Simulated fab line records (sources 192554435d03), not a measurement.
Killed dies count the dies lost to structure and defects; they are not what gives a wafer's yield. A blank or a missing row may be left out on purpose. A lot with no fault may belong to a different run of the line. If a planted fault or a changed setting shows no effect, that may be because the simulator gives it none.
Split-lot experiment + flow n5Finfet + route with 1938 steps; 7 lots, 21 wafers read

== THE SPLIT ITSELF ==
At N5_BEOL_M14_PEB_26 (peb time 90 s), the setting pebTempC was moved away from the recipe's 130 C on 3 of the 21 wafers read, by -1.5% to +0.8%. This setting was run at the recipe's value on the other wafers.

== FROM THE SPLIT TO THE READING: what the file shows between them, 2 steps ==
- N5_BEOL_M14_DEVELOP_27: develop time 45 s
- N5_BEOL_M14_HARDBAKE_32: time 120 s

== THE READING ==
cdNm (nm) at N5_BEOL_M14_CD_MEAS_28, where the cd target is 284.4 nm. A value of 284.6 nm with a standard deviation of 1.2 nm is what fault-free wafers of this fab line usually give.

| wafer  | tool, chamber at the split | pebTempC as run, C | against the recipe | cdNm, nm | against lot-mates on the recipe |
|--------|----------------------------|--------------------|--------------------|----------|---------------------------------|
| L076.1 | lithoTrack-02, 0           | 130                | recipe             | 283.3    | -                               |
| L076.2 | lithoTrack-02, 0           | 130                | recipe             | 284.1    | -                               |
| L076.4 | lithoTrack-02, 0           | 130                | recipe             | 284.1    | -                               |
| L083.1 | lithoTrack-01, 0           | 130                | recipe             | 286.7    | -                               |
| L083.3 | lithoTrack-01, 0           | 130                | recipe             | 285.2    | -                               |
| L083.4 | lithoTrack-01, 0           | 130                | recipe             | 283.9    | -                               |
| L088.3 | lithoTrack-02, 0           | 130                | recipe             | 283.7    | -                               |
| L088.5 | lithoTrack-02, 0           | 130                | recipe             | 282.9    | -                               |
| L088.6 | lithoTrack-02, 0           | 130                | recipe             | 281.5    | -                               |
| L089.1 | lithoTrack-04, 0           | 130                | recipe             | 284.4    | -                               |
| L089.2 | lithoTrack-04, 0           | 130                | recipe             | 283.8    | -                               |
| L089.5 | lithoTrack-04, 0           | 130                | recipe             | 284.1    | -                               |
| L090.1 | lithoTrack-04, 0           | 128.1              | -1.5%              | 273.2    | -10.6                           |
| L090.3 | lithoTrack-04, 0           | 130                | recipe             | 284.3    | -                               |
| L090.4 | lithoTrack-04, 0           | 130                | recipe             | 283.3    | -                               |
| L093.1 | lithoTrack-04, 0           | 130                | recipe             | 286.5    | -                               |
| L093.3 | lithoTrack-04, 0           | 130                | recipe             | 286.4    | -                               |
| L093.5 | lithoTrack-04, 0           | 130                | recipe             | 285.8    | -                               |
| L096.1 | lithoTrack-01, 0           | 131.1              | +0.8%              | 290.0    | +3.6                            |
| L096.2 | lithoTrack-01, 0           | 131.1              | +0.8%              | 291.3    | +4.9                            |
| L096.3 | lithoTrack-01, 0           | 130                | recipe             | 286.4    | -                               |

THE FIT
A straight line over all 21 wafers: cdNm changes by +7.55 nm for each +1% of pebTempC; r = +0.92; the points scatter about the line by 1.4 nm.
The same after taking each lot's own level away (the mean of its wafers on the recipe; 21 wafers): +6.37 nm for each +1%; r = +0.96; scatter 0.8 nm.
That fit puts the effect of the largest move of pebTempC on the reading at 9.3 nm.
From 282.70 to 286.40 nm: that is the span of the lots' own levels, equal to 3.1 times the standard deviation above.
In other words, the slope is changed by the lot-to-lot level; the two fits disagree.
Check: for one of the wafers moved furthest among these (-1.5%), held out of the fit, the line's prediction against its lot-mates is -7.34 nm. It came out at -10.6 nm against them.

== THESE WAFERS: OTHER SPLITS ==
Other splits were also applied to these wafers ahead of the reading. Each is held against what the fit with the lots' levels taken away leaves over:
| other split on the same wafers | wafers away from the commonest value | r with cdNm (lot level and that fit taken away) |
|--------------------------------|--------------------------------------|-------------------------------------------------|
| N5_BEOL_M12_ILD_DEP_00 timeS   | 8                                    | +0.13                                           |
| N5_BEOL_M12_EXPOSE_07 doseMj   | 6                                    | -0.01                                           |
| N5_BEOL_M13_COAT_65 spinRpm    | 4                                    | -0.05                                           |

== THE WHOLE CHAIN: every reading that the file lists as answering this split, in the file's order ==
| step                   | what it does                                           | reading                                                        | change (the file's fit)              | r (the file's) |
|------------------------|--------------------------------------------------------|----------------------------------------------------------------|--------------------------------------|----------------|
| N5_BEOL_M14_CD_MEAS_28 | target cd 284.4 nm                                     | cdNm                                                           | +6.7 nm for each +1% of the setting  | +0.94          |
| N5_BEOL_M14_DESCUM_33  | chemistry O2, time 7.9 s                               | BEOL_M14.cdNm (the simulator's own value, which no gauge read) | +6.88 nm for each +1% of the setting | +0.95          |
| N5_BEOL_M14_ETCH_67    | etches SiARC in CF4, target depth 143 nm, time 238.3 s | BEOL_M14.cdNm (the simulator's own value, which no gauge read) | +6.74 nm for each +1% of the setting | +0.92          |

== THE FILE'S OWN FIT ==
cdNm changes by +6.7 nm for each +1% of pebTempC, r = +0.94.
